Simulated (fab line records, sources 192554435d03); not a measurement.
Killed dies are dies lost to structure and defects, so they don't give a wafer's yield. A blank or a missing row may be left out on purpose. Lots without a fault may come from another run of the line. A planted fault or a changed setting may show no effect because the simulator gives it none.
fab line records | flow n5_finfet
record lots=7 wafers=39
route steps=1938 shown PMOS_HMC_CHANNEL_EPI@57 FIN_SAQP@96 ILD0@343 GATE_CUT@490 MOL_CONTACT_COAG@608 BEOL_M2@879
start_h: hours from the record's first day to the start of the lot's first wafer shown | wait_h: hours since the lot's step before | " the same as in the row above | L1.1+2: a row that stands for several wafers | - no value, or no start given | * or withheld: withheld | < > ~ a bound
route shown NAME@n: a module of which the file shows steps, and the number in the route of the first | usual: mean/standard deviation of fault-free wafers | same: alike in all rows | chamber/n: place in a boat | sites: the reading at each site | _std_site: their standard deviation | _edge_site: outer sites' mean less inner sites' | radius_mm: how far each site lies from the wafer's centre | mask NAME#n: copy n | behind: the tool/chamber that last shaped the wafer | hold: why the lot was held/for how many hours/how that ended | device: the transistor (n, p or np) that didn't switch | end of line: the same wafers' tests at the end of the route | a step without rows: its recipe alone | killed: dies lost to structure and defects at the first sort, not the wafer's yield | map: a wafer's dies, x killed, . not, _ none there
set.NAME: the setting as run; set.NAME@STEP: as run at that earlier step | model.NAME: the simulator's own value behind a step, which no gauge read
lots whose settings were changed on purpose; a table a step, a row a wafer
## steps
# step N5_PMOS_HMC_CHANNEL_EPI_HM_DEP_34
# recipe material=SiO2 target_thk_a=360 temp_c=400 precursor=TEOS/O2 pressure_torr=6.5 rf_w=900 teos_flow_sccm=161.4 gas=O2 flow_sccm=2650 time_s=6.9
# columns lot.wafer tool chamber start_h wait_h set.target_thk_a model.SiO2_of_PMOS_HMC_CHANNEL_EPI_HM_DEP_34.thk_nm
L080.1 pecvd-03 2 52.61 0.0 360 35.93
L080.3 " 0 " " 360 35.91
L080.4 " 1 " " 360 36.02
L086.1 pecvd-04 0 88.52 0.0 360 36.06
L086.2 " 1 " " 360 36.01
L086.3 " 2 " " 360 35.92
L086.4 " 2 " " 360 36.1
L086.5 " 1 " " 360 35.73
L086.6 " 0 " " 360 36.58
L087.1 pecvd-03 1 94.96 0.0 360 34.82
L087.2 " 2 " " 360 35.74
L087.3 " 0 " " 360 35.51
L087.4 " 0 " " 360 36.34
L087.5 " 2 " " 360 35.95
L087.6 " 1 " " 360 35.49
L088.1 pecvd-03 2 100.91 0.0 360 36.16
L088.2 " 0 " " 360 36.37
L088.3 " 1 " " 360 35.69
L088.4 " 0 " " 360 36.63
L088.5 " 2 " " 360 36.73
L088.6 " 1 " " 360 36.17
L093.1 pecvd-02 2 130.85 0.0 360 35.65
L093.2 " 1 " " 360 35.86
L093.3 " 1 " " 360 36.05
L093.4 " 2 " " 360 35.88
L093.5 " 1 " " 360 36.23
L093.6 " 2 " " 360 35.91
L094.1 pecvd-03 2 136.76 0.0 543.4 54.45
L094.2 " 1 " " 360 35.56
L094.3 " 0 " " 543.4 54.24
L094.4 " 1 " " 543.4 55.22
L094.5 " 0 " " 360 36.8
L094.6 " 2 " " 360 36.89
L095.1 pecvd-04 1 142.63 0.0 360 35.13
L095.2 " 2 " " 526.7 52.1
L095.3 " 0 " " 526.7 52.32
L095.4 " 2 " " 526.7 53.18
L095.5 " 1 " " 360 35.58
L095.6 " 0 " " 360 35.99
# step N5_FIN_SAQP_HM_DEP_03
# recipe material=SiNx target_thk_a=380 temp_c=400 precursor=SiH4/NH3/N2 pressure_torr=1.5 rf_w=300 time_s=33.6
# columns lot.wafer tool chamber start_h wait_h set.time_s model.SiNx_of_FIN_SAQP_HM_DEP_03.thk_nm
L080.1 pecvd-03 2 56.57 0.2 33.6 37.58
L080.3 " 1 " " 33.6 37.75
L080.4 " 1 " " 33.6 37.71
L086.1 pecvd-02 0 92.51 0.2 16.9 19.36
L086.2 " 1 " " 33.6 38.32
L086.3 " 2 " " 16.9 18.79
L086.4 " 1 " " 33.6 38.44
L086.5 " 2 " " 33.6 38.31
L086.6 " 0 " " 16.9 19.68
L087.1 pecvd-03 2 99.73 0.2 33.6 37.42
L087.2 " 0 " " 49.75 55.31
L087.3 " 1 " " 33.6 37.51
L087.4 " 1 " " 49.75 56.14
L087.5 " 0 " " 49.75 56.66
L087.6 " 2 " " 33.6 38.21
L088.1 pecvd-02 2 105.47 0.2 39.46 44.15
L088.2 " 0 " " 33.6 37.68
L088.3 " 1 " " 33.6 37.96
L088.4 " 0 " " 39.46 44.66
L088.5 " 2 " " 33.6 38.09
L088.6 " 1 " " 39.46 45.04
L093.1 pecvd-02 0 134.73 0.2 33.6 38.05
L093.2 " 2 " " 33.6 37.92
L093.3 " 1 " " 33.6 37.57
L093.4 " 2 " " 33.6 38.15
L093.5 " 1 " " 33.6 38.44
L093.6 " 0 " " 33.6 38.26
L094.1 pecvd-02 0 141.43 0.2 33.6 37.59
L094.2 " 2 " " 33.6 37.15
L094.3 " 1 " " 33.6 37.67
L094.4 " 1 " " 33.6 38.06
L094.5 " 2 " " 33.6 38.13
L094.6 " 0 " " 33.6 38.41
L095.1 pecvd-02 2 146.41 0.2 33.6 37.28
L095.2 " 0 " " 33.6 37.25
L095.3 " 0 " " 33.6 37.84
L095.4 " 2 " " 19.28 21.76
L095.5 " 0 " " 19.28 21.59
L095.6 " 2 " " 19.28 21.4
# step N5_FIN_SAQP_THK_MEAS_05
# usual thk_nm=37.9/0.53
# columns lot.wafer tool chamber start_h wait_h set.time_s@FIN_SAQP_HM_DEP_03 thk_nm
L080.1 film_metro-02 - 56.65 0.1 33.6 37.5
L080.3 " - " " 33.6 37.7
L080.4 " - " " 33.6 37.7
L086.1 film_metro-02 - 92.59 0.1 16.9 19.4
L086.2 " - " " 33.6 38.3
L086.3 " - " " 16.9 18.8
L086.4 " - " " 33.6 38.5
L086.5 " - " " 33.6 38.3
L086.6 " - " " 16.9 19.6
L087.1 film_metro-01 - 99.82 0.1 33.6 37.4
L087.2 " - " " 49.75 55.4
L087.3 " - " " 33.6 37.5
L087.4 " - " " 49.75 56.1
L087.5 " - " " 49.75 56.6
L087.6 " - " " 33.6 38.2
L088.1 film_metro-01 - 105.56 0.1 39.46 44.2
L088.2 " - " " 33.6 37.7
L088.3 " - " " 33.6 38.0
L088.4 " - " " 39.46 44.7
L088.5 " - " " 33.6 38.1
L088.6 " - " " 39.46 45.1
L093.1 film_metro-01 - 134.81 0.1 33.6 38.0
L093.2 " - " " 33.6 37.9
L093.3 " - " " 33.6 37.5
L093.4 " - " " 33.6 38.1
L093.5 " - " " 33.6 38.5
L093.6 " - " " 33.6 38.3
L094.1 film_metro-01 - 141.51 0.1 33.6 37.6
L094.2 " - " " 33.6 37.2
L094.3 " - " " 33.6 37.7
L094.4 " - " " 33.6 38.1
L094.5 " - " " 33.6 38.1
L094.6 " - " " 33.6 38.4
L095.1 film_metro-02 - 146.52 0.1 33.6 37.3
L095.2 " - " " 33.6 37.2
L095.3 " - " " 33.6 37.8
L095.4 " - " " 19.28 21.7
L095.5 " - " " 19.28 21.5
L095.6 " - " " 19.28 21.4
# step N5_FIN_SAQP_PECVD_47
# recipe material=a-Si target_thk_a=450 temp_c=400 precursor=SiH4/He pressure_torr=3 rf_w=100 time_s=36.3
# step N5_FIN_SAQP_PECVD_48
# recipe material=SiNx target_thk_a=250 temp_c=400 precursor=SiH4/NH3/N2 pressure_torr=1.5 rf_w=300 time_s=22.1
# step N5_FIN_SAQP_MANDREL2_REMOVE_60
# recipe chemistry=HBr/Cl2/O2 bt_time_s=10 target=a-Si stop_on=SiNx endpoint=OES-SiCl over_etch_frac=1 icp_w=600 bias_w=22 HBr_flow_sccm=150 Cl2_flow_sccm=80 O2_flow_sccm=5 pressure_mtorr=10
# step N5_FIN_SAQP_HM_OPEN_33
# recipe chemistry=CH3F/O2 target=SiNx mask_material=SiO2 target_depth_a=494 time_s=70.6 pressure_mtorr=30 source_w=395 bias_w=73 Ar_flow_sccm=150 CH3F_flow_sccm=30 O2_flow_sccm=20 ion_energy_ev=120 ends=cleared
# usual etch_rf_on_time_s=68.9/1.5
# columns lot.wafer tool chamber start_h wait_h set.time_s@FIN_SAQP_HM_DEP_03 etch_rf_on_time_s model.etch.depth_nm
L080.1 rie_diel-05 1 61.31 0.1 33.6 68.8 36.81
L080.3 " 0 " " 33.6 68.5 36.85
L080.4 " 2 " " 33.6 70.0 36.99
L086.1 rie_diel-05 1 100.05 0.1 16.9 34.5 18.56
L086.2 " 2 " " 33.6 70.8 37.69
L086.3 " 0 " " 16.9 33.6 18.1
L086.4 " 3 " " 33.6 70.1 37.81
L086.5 " 1 " " 33.6 70.0 37.61
L086.6 " 2 " " 16.9 35.8 19.05
L087.1 rie_diel-05 1 104.30 0.0 33.6 68.2 36.66
L087.2 " 0 " " 49.75 102.9 54.59
L087.3 " 3 " " 33.6 68.9 36.75
L087.4 " 2 " " 49.75 103.9 55.23
L087.5 " 1 " " 49.75 104.6 55.9
L087.6 " 0 " " 33.6 70.0 37.44
L088.1 rie_diel-06 3 110.73 0.0 39.46 83.7 43.37
L088.2 " 0 " " 33.6 69.7 37.02
L088.3 " 1 " " 33.6 68.8 37.33
L088.4 " 2 " " 39.46 80.8 43.94
L088.5 " 0 " " 33.6 70.2 37.43
L088.6 " 1 " " 39.46 82.1 44.26
L093.1 rie_diel-06 3 139.58 0.1 33.6 72.0 37.34
L093.2 " 0 " " 33.6 69.5 37.16
L093.3 " 1 " " 33.6 68.2 36.81
L093.4 " 2 " " 33.6 68.2 37.25
L093.5 " 3 " " 33.6 72.3 37.67
L093.6 " 0 " " 33.6 69.5 37.36
L094.1 rie_diel-05 1 145.91 0.0 33.6 68.1 36.96
L094.2 " 0 " " 33.6 66.7 36.35
L094.3 " 2 " " 33.6 69.7 37.04
L094.4 " 1 " " 33.6 69.4 37.36
L094.5 " 2 " " 33.6 71.0 37.5
L094.6 " 0 " " 33.6 69.5 37.72
L095.1 rie_diel-01 2 152.03 0.1 33.6 69.5 36.48
L095.2 " 1 " " 33.6 67.7 36.62
L095.3 " 0 " " 33.6 66.8 37.14
L095.4 " 3 " " 19.28 38.9 21.14
L095.5 " 0 " " 19.28 37.4 20.96
L095.6 " 3 " " 19.28 37.7 20.71
# step N5_FIN_SAQP_ETCH_34
# recipe chemistry=C4F6/O2 target=SiO2 target_depth_a=450 time_s=15 ion_energy_ev=250 pressure_mtorr=30 source_w=345 bias_w=185 Ar_flow_sccm=300 C4F6_flow_sccm=10 O2_flow_sccm=10 ends=cleared
# step N5_FIN_SAQP_STRIP_77
# recipe chemistry=N2/H2 time_s=90 power_w=100 temp_c=40 pressure_mtorr=100 rf_frequency_hz=6e+07 bias_power_w=3 n2_flow_sccm=300 h2_flow_sccm=300
# step N5_FIN_SAQP_ETCH_64
# recipe chemistry=CF4 target=SiO2 target_depth_a=15 ion_energy_ev=350 pressure_mtorr=10 icp_w=800 bias_w=400 cf4_flow_sccm=80
# step N5_FIN_SAQP_FIN_ETCH_36
# recipe chemistry=HBr/Cl2/O2 target_depth_a=1200 mask_material=SiNx time_s=50.4 bias_w=102 pressure_mtorr=10 icp_w=800 HBr_flow_sccm=150 Cl2_flow_sccm=80 O2_flow_sccm=12
# columns lot.wafer tool chamber start_h wait_h set.time_s@FIN_SAQP_HM_DEP_03 model.SiNx_of_FIN_SAQP_HM_DEP_03.thk_nm
L080.1 rie_si-06 2 61.59 0.0 33.6 20.2
L080.3 " 1 " " 33.6 21
L080.4 " 3 " " 33.6 20.8
L086.1 rie_si-06 1 100.33 0.0 16.9 2.6
L086.2+4 " 3,0 " " 33.6 21.4
L086.3 " 2 " " 16.9 1.6
L086.5 " 2 " " 33.6 21
L086.6 " 3 " " 16.9 2.8
L087.1 rie_si-06 3 104.59 0.0 33.6 20.2
L087.2 " 2 " " 49.75 38
L087.3 " 1 " " 33.6 21
L087.4 " 0 " " 49.75 39
L087.5 " 0 " " 49.75 39.6
L087.6 " 1 " " 33.6 21.6
L088.1 rie_si-06 2 111.02 0.0 39.46 27
L088.2 " 3 " " 33.6 20.6
L088.3 " 1 " " 33.6 21.6
L088.4 " 0 " " 39.46 27.6
L088.5 " 0 " " 33.6 21
L088.6 " 1 " " 39.46 28.6
L093.1 rie_si-06 1 139.87 0.0 33.6 21.6
L093.2+4 " 2,3 " " 33.6 20.8
L093.3 " 0 " " 33.6 20.4
L093.5 " 3 " " 33.6 21.4
L093.6 " 0 " " 33.6 21
L094.1 rie_si-02 3 146.19 0.0 33.6 20.4
L094.2 " 2 " " 33.6 20
L094.3+5 " 1,2 " " 33.6 21.2
L094.4 " 0 " " 33.6 21
L094.6 " 1 " " 33.6 21.8
L095.1+2 rie_si-02 0,2 152.32 0.0 33.6 20
L095.3 " 3 " " 33.6 20.6
L095.4 " 1 " " 19.28 5.2
L095.5 " 3 " " 19.28 4.4
L095.6 " 2 " " 19.28 4.2
# step N5_ILD0_ALD_15
# recipe material=SiNx target_thk_a=240 temp_c=400 ald_precursor_family=SiH2I2 ald_co_reactant=N2/H2-plasma pulse_time_s=1 ald_cycles=480 purge_time_s=2 co_reactant_purge_time_s=2 pressure_torr=2
# columns lot.wafer tool chamber start_h wait_h set.ald_cycles model.SiNx_of_ILD0_ALD_15.thk_nm
L080.1 ald_sin-03 0 98.88 1.0 480 24.2
L080.3 " 3 " " 480 24
L080.4 " 1 " " 480 23.8
L086.1+5 ald_sin-04 1,0 136.24 0.6 480 24
L086.2+3+4+6 " 3,0,2,3 " " 480 23.8
L087.1+3+4 ald_sin-04 0,1,3 139.42 0.6 480 24
L087.2+5+6 " 2,1,0 " " 333 16.6
L088.1+2+6 ald_sin-04 0,3,2 146.68 0.6 480 24
L088.3+4+5 " 1,2,3 " " 596 29.6
L093.1 ald_sin-02 2 174.31 0.6 272 13.8
L093.2 " 0 " " 480 23.8
L093.3 " 3 " " 272 13.6
L093.4 " 1 " " 480 24.2
L093.5 " 0 175.40 1.2 272 13.4
L093.6 " 3 " " 480 24
L094.1 ald_sin-02 0 188.07 0.8 297 14.6
L094.2+3+6 " 1,3,3 " " 480 24
L094.4+5 " 2,0 " " 297 14.8
L095.1+4+6 ald_sin-04 3,0,1 191.87 0.6 284 14.2
L095.2+5 " 1,2 " " 480 24.2
L095.3 " 2 " " 480 24
# step N5_ILD0_CMP_12
# recipe stop_on=poly-Si material=SiNx t_overpolish_s=6 post_cmp_clean=alkaline_brush down_force_psi=2.5 platen_rpm=51.8 pad_velocity_m_s=1.0307 target_thk_nm=17.67
# usual time_to_endpoint_s=30.1/2.2
# columns lot.wafer tool chamber start_h wait_h set.ald_cycles@ILD0_ALD_15 time_to_endpoint_s model.SiNx_of_ILD0_ALD_15.thk_nm
L080.1 cmp-02 1 101.12 1.2 480 29.2 17.6
L080.3 " 2 " " 480 28.1 18.8
L080.4 " 3 " " 480 28.6 17.2
L086.3 cmp-02 2 138.44 1.1 480 28.8 18.8
L086.2 " 3 " " 480 29.0 18
L086.4 " 0 " " 480 31.6 18
L086.1 " 1 " " 480 30.1 18.6
L086.5 " 2 " " 480 29.3 18.4
L086.6 " 3 " " 480 25.9 18
L087.1 cmp-02 2 141.62 1.1 480 32.2 17.6
L087.2 " 3 " " 333 22.4 16.6
L087.3 " 0 " " 480 34.8 18.4
L087.4 " 1 " " 480 32.5 17.6
L087.6 " 2 " " 333 24.0 16.6
L087.5 " 3 " " 333 20.3 16.6
L088.1 cmp-01 3 148.88 1.1 480 34.9 18.6
L088.2 " 0 " " 480 33.2 18
L088.4 " 1 " " 596 40.5 17.6
L088.3 " 2 " " 596 39.0 18.2
L088.6 " 3 " " 480 34.6 18.4
L088.5 " 0 " " 596 39.2 18.4
L093.3 cmp-02 2 176.51 1.1 272 15.4 13.6
L093.4 " 3 " " 480 27.0 17.4
L093.2 " 0 " " 480 31.0 19
L093.1 " 1 " " 272 15.1 13.8
L093.6 " 2 " " 480 27.8 18.8
L093.5 " 3 " " 272 14.8 13.4
L094.3 cmp-02 1 190.27 1.1 480 28.0 18.2
L094.1 " 2 " " 297 19.0 14.6
L094.2 " 3 " " 480 28.9 18.4
L094.4 " 0 " " 297 20.4 14.8
L094.6 " 1 " " 480 28.8 17.6
L094.5 " 2 " " 297 19.3 14.8
L095.1 cmp-03 2 194.07 1.1 284 17.4 14.2
L095.4 " 3 " " 284 16.9 14.2
L095.3 " 0 " " 480 30.5 18
L095.2 " 1 " " 480 29.2 15.8
L095.5 " 2 " " 480 27.2 16.6
L095.6 " 3 " " 284 17.9 14.2
# step N5_ILD0_THK_MEAS_13
# usual thk_nm=17.9/0.95
# columns lot.wafer tool chamber start_h wait_h set.ald_cycles@ILD0_ALD_15 thk_nm
L080.1 film_metro-01 - 101.38 - 480 17.6
L080.3 " - " " 480 18.9
L080.4 " - " " 480 17.2
L086.1 film_metro-01 - 138.74 - 480 18.6
L086.2 " - " " 480 17.9
L086.3 " - " " 480 18.9
L086.4 " - " " 480 18.0
L086.5 " - " " 480 18.3
L086.6 " - " " 480 17.9
L087.1 film_metro-02 - 141.91 - 480 17.5
L087.2 " - " " 333 16.6
L087.3 " - " " 480 18.4
L087.4 " - " " 480 17.7
L087.5 " - " " 333 16.5
L087.6 " - " " 333 16.6
L088.1 film_metro-01 - 149.17 - 480 18.5
L088.2 " - " " 480 18.0
L088.3 " - " " 596 18.3
L088.4 " - " " 596 17.5
L088.5 " - " " 596 18.4
L088.6 " - " " 480 18.3
L093.1 film_metro-01 - 176.81 - 272 13.7
L093.2 " - " " 480 18.9
L093.3 " - " " 272 13.6
L093.4 " - " " 480 17.3
L093.5 " - " " 272 13.5
L093.6 " - " " 480 18.8
L094.1 film_metro-01 - 190.56 - 297 14.7
L094.2 " - " " 480 18.3
L094.3 " - " " 480 18.1
L094.4 " - " " 297 14.8
L094.5 " - " " 297 14.8
L094.6 " - " " 480 17.6
L095.1 film_metro-01 - 194.36 - 284 14.3
L095.2 " - " " 480 15.8
L095.3 " - " " 480 18.0
L095.4 " - " " 284 14.3
L095.5 " - " " 480 16.7
L095.6 " - " " 284 14.2
# step N5_GATE_CUT_DESCUM_18
# recipe chemistry=O2 time_s=7 source_power_w=50 bias_power_w=20 pressure_mtorr=20 rf_frequency_hz=2.712e+07 temp_c=40 resist=CAR-EUV o2_flow_sccm=225
# columns lot.wafer tool chamber start_h wait_h set.time_s model.CAR-EUV_of_GATE_CUT_COAT_07.thk_nm
L080.1+3+4 rie_diel-04 2,0,1 119.77 0.0 7 26.2
L086.1+3+5+6 rie_diel-03 2,3,0,2 156.62 0.1 7 26
L086.2+4 " 0,3 " " 7 26.2
L087.1 rie_diel-02 0 161.30 0.2 8.756 25
L087.2+5 " 2 " " 8.756 25.2
L087.3+6 " 3 " " 7 26
L087.4 " 0 " " 7 25.8
L088.1+2+3+4+5+6 rie_diel-03 0,2,3,0,3,2 167.40 0.1 7 26.2
L093.1+4+6 rie_diel-04 1,0,3 195.51 0.3 7 26
L093.2 " 3 " " 8.763 25
L093.3+5 " 2,0 " " 8.763 25.2
L094.1+2+3+4+6 rie_diel-03 0,3,1,0,3 211.75 0.0 7 26
L094.5 " 1 " " 7 26.2
L095.1 rie_diel-04 1 213.76 0.0 7 26
L095.2+3+4+5+6 " 2,3,0,1,2 " " 7 26.2
# step N5_GATE_CUT_ETCH_28
# recipe chemistry=N2/H2 target=underlayer target_depth_a=130 mask_material=CAR-EUV time_s=10.4 ion_energy_ev=200 pressure_mtorr=30 source_w=840 bias_w=150 n2_flow_sccm=200 h2_flow_sccm=200 ends=cleared
# step N5_GATE_CUT_ETCH_36
# recipe chemistry=CF4 target=SiARC target_depth_a=130 mask_material=CAR-EUV time_s=21.7 ion_energy_ev=80 pressure_mtorr=40 source_w=545 bias_w=36 Ar_flow_sccm=100 cf4_flow_sccm=100 ends=cleared
# columns lot.wafer tool chamber start_h wait_h set.time_s@GATE_CUT_DESCUM_18 model.CAR-EUV_of_GATE_CUT_COAT_07.thk_nm
L080.1+3+4 rie_diel-04 2,0,1 119.83 0.0 7 7
L086.1+2+4+5 rie_diel-03 2,0,3,0 156.67 0.0 7 7
L086.3+6 " 3,2 " " 7 6.8
L087.1 rie_diel-02 0 161.35 0.0 8.756 6
L087.2+5 " 2 " " 8.756 5.8
L087.3+4+6 " 3,0,3 " " 7 6.8
L088.1+2+3+4+5+6 rie_diel-03 0,2,3,0,3,2 167.45 0.0 7 7
L093.1+4+6 rie_diel-04 1,0,3 195.56 0.0 7 6.8
L093.2+5 " 3,0 " " 8.763 5.8
L093.3 " 2 " " 8.763 6.2
L094.1+2+3+4+6 rie_diel-03 0,3,1,0,3 211.80 0.0 7 6.8
L094.5 " 1 " " 7 7
L095.1+3+4+6 rie_diel-04 1,3,0,2 213.82 0.0 7 7
L095.2+5 " 2,1 " " 7 7.2
# step N5_MOL_CONTACT_COAG_ALD_133
# recipe material=SiO2 target_thk_a=50 temp_c=100 ald_precursor_family=BDEAS ald_co_reactant=O2-plasma pulse_time_s=1 co_reactant_pulse_time_s=1 purge_time_s=2 co_reactant_purge_time_s=2 ald_cycles=35 pressure_torr=2
# columns lot.wafer tool chamber start_h wait_h set.ald_cycles model.SiO2_of_MOL_CONTACT_COAG_ALD_133.thk_nm
L080.1+3+4 ald_sin-02 3,1,0 137.61 0.5 35 5
L086.1+4+5 ald_sin-03 2,1,2 172.77 0.1 35 5
L086.2+6 " 0 " " 23 3.2
L086.3 " 1 " " 23 3.4
L087.1+5+6 ald_sin-03 2,1,2 178.88 0.7 14 2
L087.2+3+4 " 3,0,1 " " 35 5
L088.1+3+5 ald_sin-02 0,3,3 183.50 0.1 35 5
L088.2+4+6 " 2,1,2 " " 16 2.4
L093.1+3+4 ald_sin-01 3,2,1 214.10 0.1 19 2.8
L093.2+5+6 " 0,0,3 " " 35 5
L094.1+2+3+4+5+6 ald_sin-01 1,3,2,0,2,3 225.79 0.1 35 5
L095.1+2+3+4+5+6 ald_sin-02 3,1,2,3,1,2 227.90 0.1 35 5
# step N5_BEOL_M2_DESCUM_33
# recipe chemistry=O2 time_s=7 source_power_w=50 bias_power_w=20 pressure_mtorr=20 rf_frequency_hz=2.712e+07 temp_c=40 resist=CAR-EUV o2_flow_sccm=225
# columns lot.wafer tool chamber start_h wait_h set.time_s model.CAR-EUV_of_BEOL_M2_COAT_22.thk_nm
L080.1+4 rie_diel-05 0,3 170.48 0.0 7 26
L080.3 " 1 " " 7 25.8
L087.1+2+6 rie_diel-05 3,1,2 260.86 0.0 5.574 26.6
L087.3+4+5 " 2,3,1 " " 7 26
L088.1+2 rie_diel-01 0,3 264.07 0.2 9.306 24.8
L088.3 " 1 " " 7 26.2
L088.4 " 2 " " 9.306 25
L088.5+6 " 1,2 " " 7 26
L086.1+3+5 rie_diel-06 1,3,0 264.14 0.1 5.087 27
L086.2+4 " 0,2 " " 7 26.2
L086.6 " 1 " " 7 26
L095.1+4 rie_diel-01 2,0 264.19 0.1 5.73 26.6
L095.2+3 " 1,3 " " 7 26.2
L095.5 " 1 " " 5.73 26.8
L095.6 " 0 " " 7 26
L093.1 rie_diel-01 0 267.67 0.0 7 26
L093.2+6 " 2,0 " " 10.43 24.4
L093.3 " 1 " " 10.43 24.6
L093.4+5 " 3,1 " " 7 26.2
L094.1+6 rie_diel-01 3,1 269.00 0.2 10.97 24.2
L094.2 " 1 " " 7 26.2
L094.3+5 " 0 " " 7 26
L094.4 " 2 " " 10.97 24
## key
split step=N5_PMOS_HMC_CHANNEL_EPI_HM_DEP_34 setting=target_thk_a stated=360 by=wafer
response step=N5_PMOS_HMC_CHANNEL_EPI_HM_DEP_34 reading=model.SiO2_of_PMOS_HMC_CHANNEL_EPI_HM_DEP_34.thk_nm change=+0.362 per=1% r=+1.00
split step=N5_FIN_SAQP_HM_DEP_03 setting=time_s stated=33.6 by=wafer
response step=N5_FIN_SAQP_HM_DEP_03 reading=model.SiNx_of_FIN_SAQP_HM_DEP_03.thk_nm change=+0.38 per=1% r=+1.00
response step=N5_FIN_SAQP_THK_MEAS_05 reading=thk_nm change=* per=1% r=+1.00
response step=N5_FIN_SAQP_HM_OPEN_33 reading=etch_rf_on_time_s change=* per=1% r=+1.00
response step=N5_FIN_SAQP_HM_OPEN_33 reading=model.etch.depth_nm change=+0.38 per=1% r=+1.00
response step=N5_FIN_SAQP_FIN_ETCH_36 reading=model.SiNx_of_FIN_SAQP_HM_DEP_03.thk_nm change=+0.374 per=1% r=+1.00
split step=N5_ILD0_ALD_15 setting=ald_cycles stated=480 by=wafer
response step=N5_ILD0_ALD_15 reading=model.SiNx_of_ILD0_ALD_15.thk_nm change=+0.241 per=1% r=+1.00
response step=N5_ILD0_CMP_12 reading=time_to_endpoint_s change=* per=1% r=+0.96
response step=N5_ILD0_CMP_12 reading=model.SiNx_of_ILD0_ALD_15.thk_nm change=+0.0726 per=1% r=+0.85
response step=N5_ILD0_THK_MEAS_13 reading=thk_nm change=* per=1% r=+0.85
split step=N5_GATE_CUT_DESCUM_18 setting=time_s stated=7 by=wafer
response step=N5_GATE_CUT_DESCUM_18 reading=model.CAR-EUV_of_GATE_CUT_COAT_07.thk_nm change=-0.0332 per=1% r=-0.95
response step=N5_GATE_CUT_ETCH_36 reading=model.CAR-EUV_of_GATE_CUT_COAT_07.thk_nm change=-0.0358 per=1% r=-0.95
split step=N5_MOL_CONTACT_COAG_ALD_133 setting=ald_cycles stated=35 by=wafer
response step=N5_MOL_CONTACT_COAG_ALD_133 reading=model.SiO2_of_MOL_CONTACT_COAG_ALD_133.thk_nm change=+0.049 per=1% r=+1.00
split step=N5_BEOL_M2_DESCUM_33 setting=time_s stated=7 by=wafer
response step=N5_BEOL_M2_DESCUM_33 reading=model.CAR-EUV_of_BEOL_M2_COAT_22.thk_nm change=-0.0337 per=1% r=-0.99
